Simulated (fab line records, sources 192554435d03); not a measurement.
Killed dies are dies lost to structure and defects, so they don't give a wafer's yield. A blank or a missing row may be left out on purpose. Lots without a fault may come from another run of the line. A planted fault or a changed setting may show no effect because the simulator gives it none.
Which tool did it? | flow n5_finfet | 12 lots, 36 wafers sampled, at 1 step of a route of 1938

WHAT THE GAUGES READ, wafer by wafer
N5_BEOL_M11_THK_MEAS_01.
lot  | measured     | on            | M11_ILD_THK (nm)
L076 | day 10 04:23 | film_metro-02 | 266 262 266
L077 | day 11 04:55 | film_metro-01 | 265 270 267
L081 | day 11 13:02 | film_metro-01 | 263 273 267
L078 | day 11 14:01 | film_metro-01 | 263 269 268
L083 | day 12 12:08 | film_metro-02 | 259 264 262
L085 | day 12 21:26 | film_metro-01 | 265 266 265
L088 | day 13 10:47 | film_metro-01 | 262 264 266
L089 | day 14 03:27 | film_metro-01 | 260 267 267
L091 | day 14 07:18 | film_metro-01 | 264 263 269
L093 | day 14 17:46 | film_metro-02 | 265 267 268
L095 | day 15 03:16 | film_metro-02 | 263 258 270
L097 | day 16 01:53 | film_metro-02 | 265 264 269

WHICH TOOL RAN EACH LOT (tool, then ch and the chambers of the sampled wafers, then the start)
The record holds no process step before these readings.

THE ANSWER, worked out from the rows above alone
Rule: what is usual is taken from the lots themselves. Put in order of their means at a reading, lots are off if they are a third of the lots or fewer, leave a main group of 4 or more, and stand apart from it by a gap of 3 or more times the standard deviation of the main group's means; of several such gaps the widest counts. A main group whose means are all the same, to the digits that the tables above print for the reading, isn't used. A lot without any number at a reading at which 4 lots or more have one is off too. The other lots that the step has rows for count as sound.
No lot is off at any reading shown: from this, nothing can be told.

WHAT THE SIMULATOR HAD PUT IN
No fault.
